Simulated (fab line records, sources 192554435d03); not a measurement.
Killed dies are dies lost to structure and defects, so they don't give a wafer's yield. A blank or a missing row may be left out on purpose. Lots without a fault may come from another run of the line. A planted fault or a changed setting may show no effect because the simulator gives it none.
Which tool did it? | flow n5_finfet | 22 lots, 66 wafers sampled, at 6 steps of a route of 1938

WHAT THE GAUGES READ, wafer by wafer
N5_BEOL_M13_THK_MEAS_50: measures by xrf.
lot  | measured     | on            | M13_THK (nm)
L074 | day 11 11:58 | film_metro-02 | 434 448 440
L077 | day 11 12:02 | film_metro-01 | 434 439 437
L075 | day 11 11:42 | film_metro-02 | 439 428 437
L076 | day 11 22:12 | film_metro-01 | 444 435 429
L079 | day 12 10:44 | film_metro-01 | 437 440 428
L078 | day 12 11:29 | film_metro-01 | 420 423 434
L080 | day 12 17:36 | film_metro-01 | 433 442 430
L081 | day 14 23:34 | film_metro-02 | 436 439 437
L082 | day 13 16:44 | film_metro-02 | 433 439 440
L083 | day 13 20:10 | film_metro-01 | 423 424 437
L084 | day 13 19:52 | film_metro-02 | 441 449 436
L085 | day 14 08:37 | film_metro-02 | 444 441 431
L089 | day 14 22:53 | film_metro-01 | 432 438 435
L088 | day 15 03:45 | film_metro-02 | 451 430 430
L087 | day 15 04:10 | film_metro-02 | 433 431 454
L090 | day 15 14:50 | film_metro-02 | 439 451 450
L092 | day 16 00:28 | film_metro-01 | 435 431 439
L094 | day 16 06:08 | film_metro-01 | 447 441 444
L095 | day 16 17:29 | film_metro-02 | 436 450 440
L097 | day 16 18:22 | film_metro-01 | 443 446 425
L096 | day 16 23:02 | film_metro-01 | 434 430 442
L091 | day 17 16:07 | film_metro-01 | 436 441 439

WHICH TOOL RAN EACH LOT (tool, then ch and the chambers of the sampled wafers, then the start)
lot  | N5_BEOL_M12_STRIP_37                 | N5_BEOL_M12_SPUTTER_45       | N5_BEOL_M12_CMP_49            | N5_BEOL_M13_VIA_ETCH_16            | N5_BEOL_M13_ETCH_38
L074 | plasma_asher-02 ch 0,1, day 10 21:22 | pvd_sputter-01, day 11 03:01 | cmp-04 ch 0,1,3, day 11 03:34 | rie_diel-03 ch 1,2,3, day 11 04:49 | rie_diel-05 ch 0,1,3, day 11 09:55
L077 | plasma_asher-02 ch 1, day 10 23:31   | pvd_sputter-01, day 11 05:16 | cmp-01 ch 0,2,3, day 11 05:52 | rie_diel-05 ch 0,2,3, day 11 06:56 | rie_diel-05 ch 1,2,3, day 11 10:05
L075 | plasma_asher-01 ch 0,1, day 10 23:54 | pvd_sputter-01, day 11 02:21 | cmp-01 ch 0,2,3, day 11 02:59 | rie_diel-05 ch 0,2,3, day 11 04:10 | rie_diel-06 ch 0,1,3, day 11 09:50
L076 | plasma_asher-02 ch 0,1, day 11 13:13 | pvd_sputter-01, day 11 15:35 | cmp-02 ch 1,2,3, day 11 16:14 | rie_diel-03 ch 0,2,3, day 11 17:26 | rie_diel-05 ch 0,2,3, day 11 20:21
L079 | plasma_asher-02 ch 0,1, day 11 21:39 | pvd_sputter-03, day 12 02:43 | cmp-02 ch 0,1,3, day 12 03:19 | rie_diel-03 ch 1,2,3, day 12 04:31 | rie_diel-03 ch 0,2,3, day 12 06:47
L078 | plasma_asher-02 ch 0,1, day 11 23:19 | pvd_sputter-02, day 12 05:14 | cmp-01 ch 0,1, day 12 05:47   | rie_diel-06 ch 0,2,3, day 12 07:02 | rie_diel-05 ch 0,1,2, day 12 09:56
L080 | plasma_asher-01 ch 0,1, day 12 09:34 | pvd_sputter-03, day 12 10:44 | cmp-01 ch 1,2,3, day 12 11:28 | rie_diel-06 ch 0,3, day 12 13:07   | rie_diel-05 ch 0,3, day 12 16:01
L081 | plasma_asher-02 ch 0,1, day 12 16:04 | pvd_sputter-02, day 12 16:53 | cmp-02 ch 0,1,2, day 12 17:41 | rie_diel-06 ch 0,1,3, day 12 20:37 | rie_diel-03 ch 0,2,3, day 14 22:03
L082 | plasma_asher-02 ch 0,1, day 13 07:41 | pvd_sputter-03, day 13 09:35 | cmp-04 ch 1,3, day 13 10:11   | rie_diel-06 ch 1,3, day 13 11:23   | rie_diel-03 ch 0,1,3, day 13 15:16
L083 | plasma_asher-01 ch 0,1, day 13 10:29 | pvd_sputter-02, day 13 12:53 | cmp-02 ch 1,2, day 13 13:26   | rie_diel-06 ch 0,1, day 13 15:01   | rie_diel-03 ch 1,3, day 13 18:24
L084 | plasma_asher-01 ch 0,1, day 13 11:35 | pvd_sputter-03, day 13 12:53 | cmp-04 ch 2,3, day 13 13:29   | rie_diel-06 ch 1,2, day 13 14:43   | rie_diel-06 ch 0,3, day 13 18:21
L085 | plasma_asher-01 ch 0,1, day 14 00:53 | pvd_sputter-03, day 14 03:23 | cmp-01 ch 0,2,3, day 14 03:58 | rie_diel-03 ch 0,1, day 14 05:04   | rie_diel-06 ch 0,2,3, day 14 06:50
L089 | plasma_asher-01 ch 0,1, day 14 10:14 | pvd_sputter-01, day 14 11:32 | cmp-02 ch 0,2,3, day 14 12:16 | rie_diel-03 ch 0,1,3, day 14 13:32 | rie_diel-06 ch 1,2,3, day 14 21:25
L088 | plasma_asher-01 ch 0,1, day 14 13:59 | pvd_sputter-02, day 14 14:47 | cmp-01 ch 0,2, day 14 15:21   | rie_diel-06 ch 0,1, day 14 16:59   | rie_diel-06 ch 0,2,3, day 15 01:59
L087 | plasma_asher-02 ch 0,1, day 14 17:17 | pvd_sputter-03, day 14 18:26 | cmp-02 ch 1,2,3, day 14 19:07 | rie_diel-06 ch 0,1,3, day 14 20:36 | rie_diel-06 ch 0,1,3, day 15 02:35
L090 | plasma_asher-02 ch 1, day 15 07:58   | pvd_sputter-01, day 15 09:34 | cmp-04 ch 2,3, day 15 10:18   | rie_diel-03 ch 0,1, day 15 11:29   | rie_diel-03 ch 0,3, day 15 13:19
L092 | plasma_asher-02 ch 0,1, day 15 14:59 | pvd_sputter-03, day 15 19:27 | cmp-02 ch 0,1, day 15 20:03   | rie_diel-03 ch 0,1,3, day 15 21:09 | rie_diel-05 ch 1,2, day 15 23:01
L094 | plasma_asher-02 ch 0, day 15 22:43   | pvd_sputter-03, day 15 23:47 | cmp-01 ch 1,2, day 16 00:21   | rie_diel-03 ch 1,2,3, day 16 01:38 | rie_diel-06 ch 2,3, day 16 04:08
L095 | plasma_asher-01 ch 1, day 16 07:47   | pvd_sputter-03, day 16 08:47 | cmp-04 ch 0,2,3, day 16 09:32 | rie_diel-05 ch 0,2,3, day 16 10:34 | rie_diel-03 ch 0,1,3, day 16 15:46
L097 | plasma_asher-02 ch 0,1, day 16 11:29 | pvd_sputter-02, day 16 13:26 | cmp-01 ch 1,2,3, day 16 14:07 | rie_diel-05 ch 0,1, day 16 15:14   | rie_diel-06 ch 0,3, day 16 16:55
L096 | plasma_asher-02 ch 0,1, day 16 11:57 | pvd_sputter-02, day 16 14:07 | cmp-01 ch 0,2,3, day 16 14:49 | rie_diel-03 ch 1,2,3, day 16 15:59 | rie_diel-03 ch 0,2, day 16 20:55
L091 | plasma_asher-02 ch 0,1, day 17 06:16 | pvd_sputter-02, day 17 09:53 | cmp-04 ch 1,2, day 17 10:27   | rie_diel-05 ch 0,1,2, day 17 11:43 | rie_diel-05 ch 0,1,2, day 17 14:13
- N5_BEOL_M12_STRIP_37: strips in N2/H2.
- N5_BEOL_M12_SPUTTER_45: material Cu, target thk 80 nm, time 13.33 s.
- N5_BEOL_M12_CMP_49: polishes, stops on SiOC, t overpolish 20.6 s, target thk 320 nm.
- N5_BEOL_M13_VIA_ETCH_16: etches SiOC in C4F8/O2/Ar, target depth 921.7 nm.
- N5_BEOL_M13_ETCH_38: etches SiCN in CF4/N2, target depth 67.5 nm, time 71.9 s.

WHAT THE TOOLS THEMSELVES READ (means of the sampled wafers that have a number; where no wafer has one, the mark that the record gives instead)
N5_BEOL_M12_STRIP_37.
lot  | tool            | drypump_motor_current_A (A) | h2_flow_sccm (sccm) | heater_power_w (W) | oes_product_au (a.u.)
L074 | plasma_asher-02 | 5.04                        | 3254                | 356                | 0.801
L077 | plasma_asher-02 | 5.16                        | 3241                | 373                | 0.776
L075 | plasma_asher-01 | 5.53                        | 3246                | 344                | 0.792
L076 | plasma_asher-02 | 5.10                        | 3254                | 364                | 0.798
L079 | plasma_asher-02 | 5.03                        | 3252                | 352                | 0.780
L078 | plasma_asher-02 | 5.03                        | 3248                | 362                | 0.788
L080 | plasma_asher-01 | 5.60                        | 3257                | 350                | 0.787
L081 | plasma_asher-02 | 5.09                        | 3242                | 365                | 0.789
L082 | plasma_asher-02 | 5.09                        | 3254                | 364                | 0.784
L083 | plasma_asher-01 | 5.61                        | 3253                | 352                | 0.790
L084 | plasma_asher-01 | 5.59                        | 3254                | 354                | 0.789
L085 | plasma_asher-01 | 5.58                        | 3262                | 354                | 0.784
L089 | plasma_asher-01 | 5.53                        | 3254                | 346                | 0.799
L088 | plasma_asher-01 | 5.54                        | 3251                | 345                | 0.794
L087 | plasma_asher-02 | 5.04                        | 3259                | 355                | 0.790
L090 | plasma_asher-02 | 5.15                        | 3245                | 372                | 0.792
L092 | plasma_asher-02 | 5.06                        | 3258                | 357                | 0.786
L094 | plasma_asher-02 | 4.98                        | 3251                | 342                | 0.790
L095 | plasma_asher-01 | 5.67                        | 3250                | 367                | 0.798
L097 | plasma_asher-02 | 5.10                        | 3243                | 365                | 0.786
L096 | plasma_asher-02 | 5.02                        | 3265                | 365                | 0.788
L091 | plasma_asher-02 | 5.02                        | 3258                | 355                | 0.787

N5_BEOL_M12_SPUTTER_45.
lot  | tool           | bias_v (V) | cathode_dc_power_W (W) | chuck_gas_flow_sccm (sccm) | substrate_temp_c (C) | throttle_valve_pct (%)
L074 | pvd_sputter-01 | 59.9       | 26002                  | 1.22                       | -20.05               | 30.8
L077 | pvd_sputter-01 | 60.1       | 25996                  | 1.21                       | -20.06               | 29.7
L075 | pvd_sputter-01 | 60.2       | 26006                  | 1.24                       | -20.04               | 30.8
L076 | pvd_sputter-01 | 59.9       | 26005                  | 1.28                       | -19.98               | 30.0
L079 | pvd_sputter-03 | 61.0       | 25994                  | 1.28                       | -19.99               | 29.6
L078 | pvd_sputter-02 | 60.4       | 25999                  | 1.26                       | -19.98               | 29.5
L080 | pvd_sputter-03 | 60.6       | 26002                  | 1.26                       | -19.96               | 30.0
L081 | pvd_sputter-02 | 60.5       | 26003                  | 1.24                       | -19.94               | 29.7
L082 | pvd_sputter-03 | 60.0       | 25999                  | 1.29                       | -20.10               | 29.6
L083 | pvd_sputter-02 | 60.0       | 26000                  | 1.25                       | -20.04               | 29.3
L084 | pvd_sputter-03 | 59.9       | 25997                  | 1.22                       | -19.94               | 30.2
L085 | pvd_sputter-03 | 59.9       | 26002                  | 1.25                       | -19.96               | 30.1
L089 | pvd_sputter-01 | 60.0       | 25999                  | 1.27                       | -20.06               | 30.5
L088 | pvd_sputter-02 | 60.4       | 25999                  | 1.26                       | -20.00               | 29.5
L087 | pvd_sputter-03 | 60.0       | 26000                  | 1.27                       | -20.12               | 29.6
L090 | pvd_sputter-01 | 60.1       | 26004                  | 1.27                       | -19.95               | 31.2
L092 | pvd_sputter-03 | 59.7       | 26005                  | 1.25                       | -20.03               | 30.3
L094 | pvd_sputter-03 | 60.5       | 25995                  | 1.27                       | -20.13               | 29.6
L095 | pvd_sputter-03 | 59.9       | 25998                  | 1.27                       | -19.87               | 30.3
L097 | pvd_sputter-02 | 60.2       | 26003                  | 1.30                       | -19.92               | 29.2
L096 | pvd_sputter-02 | 59.9       | 25999                  | 1.29                       | -19.91               | 29.5
L091 | pvd_sputter-02 | 60.1       | 26002                  | 1.26                       | -20.10               | 29.4

N5_BEOL_M12_CMP_49.
lot  | tool   | barrier_field_endpoint_s (s) | motor_current_A (A) | overpolish_run_s (s) | slurry_flow_ml_min
L074 | cmp-04 | 31.2                         | 5.9                 | 20.607               | 150.5
L077 | cmp-01 | 30.0                         | 6.8                 | 20.596               | 150.3
L075 | cmp-01 | 30.8                         | 6.3                 | 20.599               | 149.6
L076 | cmp-02 | 31.5                         | 6.5                 | 20.602               | 149.9
L079 | cmp-02 | 30.4                         | 6.4                 | 20.602               | 149.9
L078 | cmp-01 | 29.9                         | 5.7                 | 20.597               | 150.6
L080 | cmp-01 | 31.2                         | 6.1                 | 20.595               | 149.8
L081 | cmp-02 | 29.5                         | 6.4                 | 20.607               | 149.9
L082 | cmp-04 | 30.7                         | 5.4                 | 20.599               | 149.5
L083 | cmp-02 | 30.6                         | 6.4                 | 20.596               | 150.5
L084 | cmp-04 | 30.0                         | 6.1                 | 20.603               | 149.8
L085 | cmp-01 | 30.4                         | 6.4                 | 20.599               | 149.3
L089 | cmp-02 | 29.9                         | 5.8                 | 20.600               | 149.7
L088 | cmp-01 | 31.2                         | 7.1                 | 20.601               | 149.1
L087 | cmp-02 | 30.2                         | 6.3                 | 20.601               | 150.0
L090 | cmp-04 | 31.3                         | 6.5                 | 20.604               | 149.7
L092 | cmp-02 | 30.4                         | 6.5                 | 20.600               | 150.1
L094 | cmp-01 | 30.3                         | 6.6                 | 20.599               | 150.0
L095 | cmp-04 | 30.1                         | 6.4                 | 20.595               | 150.3
L097 | cmp-01 | 30.6                         | 6.2                 | 20.605               | 150.6
L096 | cmp-01 | 31.3                         | 6.5                 | 20.591               | 150.1
L091 | cmp-04 | 29.8                         | 6.1                 | 20.593               | 149.6

N5_BEOL_M13_VIA_ETCH_16.
lot  | tool        | drypump_motor_current_A (A) | oes_product_au (a.u.) | rf_vpp_V (V) | showerhead_plenum_p_Torr (Torr) | throttle_valve_pct (%)
L074 | rie_diel-03 | 6.0                         | 0.64                  | 665          | 3.44                            | 24.37
L077 | rie_diel-05 | 5.7                         | 0.78                  | 668          | 3.51                            | 24.22
L075 | rie_diel-05 | 5.7                         | 0.78                  | 668          | 3.51                            | 24.21
L076 | rie_diel-03 | 5.9                         | 0.66                  | 666          | 3.45                            | 24.37
L079 | rie_diel-03 | 6.0                         | 0.64                  | 666          | 3.44                            | 24.37
L078 | rie_diel-06 | 5.7                         | 0.80                  | 667          | 3.48                            | 24.32
L080 | rie_diel-06 | 5.8                         | 0.79                  | 666          | 3.43                            | 24.41
L081 | rie_diel-06 | 6.0                         | 0.73                  | 666          | 3.44                            | 24.47
L082 | rie_diel-06 | 6.1                         | 0.70                  | 664          | 3.39                            | 24.47
L083 | rie_diel-06 | 6.0                         | 0.76                  | 667          | 3.49                            | 24.51
L084 | rie_diel-06 | 6.1                         | 0.72                  | 669          | 3.56                            | 24.49
L085 | rie_diel-03 | 6.0                         | 0.65                  | 665          | 3.43                            | 24.40
L089 | rie_diel-03 | 5.9                         | 0.65                  | 665          | 3.41                            | 24.39
L088 | rie_diel-06 | 6.0                         | 0.74                  | 666          | 3.48                            | 24.52
L087 | rie_diel-06 | 6.0                         | 0.71                  | 665          | 3.43                            | 24.50
L090 | rie_diel-03 | 6.0                         | 0.67                  | 665          | 3.43                            | 24.41
L092 | rie_diel-03 | 5.9                         | 0.64                  | 665          | 3.41                            | 24.41
L094 | rie_diel-03 | 6.0                         | 0.70                  | 666          | 3.42                            | 24.33
L095 | rie_diel-05 | 5.6                         | 0.75                  | 667          | 3.50                            | 24.25
L097 | rie_diel-05 | 5.9                         | 0.67                  | 664          | 3.35                            | 24.12
L096 | rie_diel-03 | 6.0                         | 0.69                  | 665          | 3.42                            | 24.33
L091 | rie_diel-05 | 5.8                         | 0.70                  | 665          | 3.38                            | 24.25

N5_BEOL_M13_ETCH_38.
lot  | tool        | drypump_motor_current_A (A) | oes_product_au (a.u.) | rf_vpp_V (V) | showerhead_plenum_p_Torr (Torr) | throttle_valve_pct (%)
L074 | rie_diel-05 | 5.8                         | 0.82                  | 383.8        | 2.25                            | 15.35
L077 | rie_diel-05 | 5.2                         | 0.84                  | 382.6        | 2.20                            | 15.43
L075 | rie_diel-06 | 6.0                         | 0.82                  | 382.4        | 2.23                            | 15.65
L076 | rie_diel-05 | 5.6                         | 0.85                  | 383.8        | 2.27                            | 15.39
L079 | rie_diel-03 | 5.9                         | 0.73                  | 382.1        | 2.23                            | 15.66
L078 | rie_diel-05 | 5.8                         | 0.79                  | 382.5        | 2.19                            | 15.43
L080 | rie_diel-05 | 6.2                         | 0.83                  | 384.7        | 2.32                            | 15.34
L081 | rie_diel-03 | 5.9                         | 0.80                  | 383.1        | 2.22                            | 15.54
L082 | rie_diel-03 | 5.9                         | 0.73                  | 382.3        | 2.20                            | 15.59
L083 | rie_diel-03 | 5.9                         | 0.71                  | 380.9        | 2.20                            | 15.60
L084 | rie_diel-06 | 5.8                         | 0.84                  | 382.1        | 2.21                            | 15.59
L085 | rie_diel-06 | 5.7                         | 0.85                  | 383.7        | 2.24                            | 15.49
L089 | rie_diel-06 | 5.9                         | 0.79                  | 382.9        | 2.25                            | 15.59
L088 | rie_diel-06 | 5.7                         | 0.84                  | 382.1        | 2.24                            | 15.50
L087 | rie_diel-06 | 6.0                         | 0.78                  | 382.6        | 2.21                            | 15.71
L090 | rie_diel-03 | 5.8                         | 0.74                  | 380.9        | 2.21                            | 15.62
L092 | rie_diel-05 | 5.1                         | 0.80                  | 380.3        | 2.13                            | 15.54
L094 | rie_diel-06 | 5.6                         | 0.83                  | 383.7        | 2.27                            | 15.40
L095 | rie_diel-03 | 5.9                         | 0.70                  | 381.8        | 2.19                            | 15.66
L097 | rie_diel-06 | 5.8                         | 0.81                  | 382.3        | 2.20                            | 15.64
L096 | rie_diel-03 | 6.0                         | 0.81                  | 382.4        | 2.22                            | 15.52
L091 | rie_diel-05 | 5.8                         | 0.77                  | 380.7        | 2.18                            | 15.50

THE ANSWER, worked out from the rows above alone
Rule: what is usual is taken from the lots themselves. Put in order of their means at a reading, lots are off if they are a third of the lots or fewer, leave a main group of 4 or more, and stand apart from it by a gap of 3 or more times the standard deviation of the main group's means; of several such gaps the widest counts. A main group whose means are all the same, to the digits that the tables above print for the reading, isn't used. A lot without any number at a reading at which 4 lots or more have one is off too. The other lots that the step has rows for count as sound. The gauges are gone through in route order, then the tools' own readings, and for those a lot's mean is taken as printed above. The first step at which some lot is off is used, and at that step the reading that is off furthest; a lot without a number counts as furthest.
No lot is off at any reading shown: from this, nothing can be told.

WHAT THE SIMULATOR HAD PUT IN
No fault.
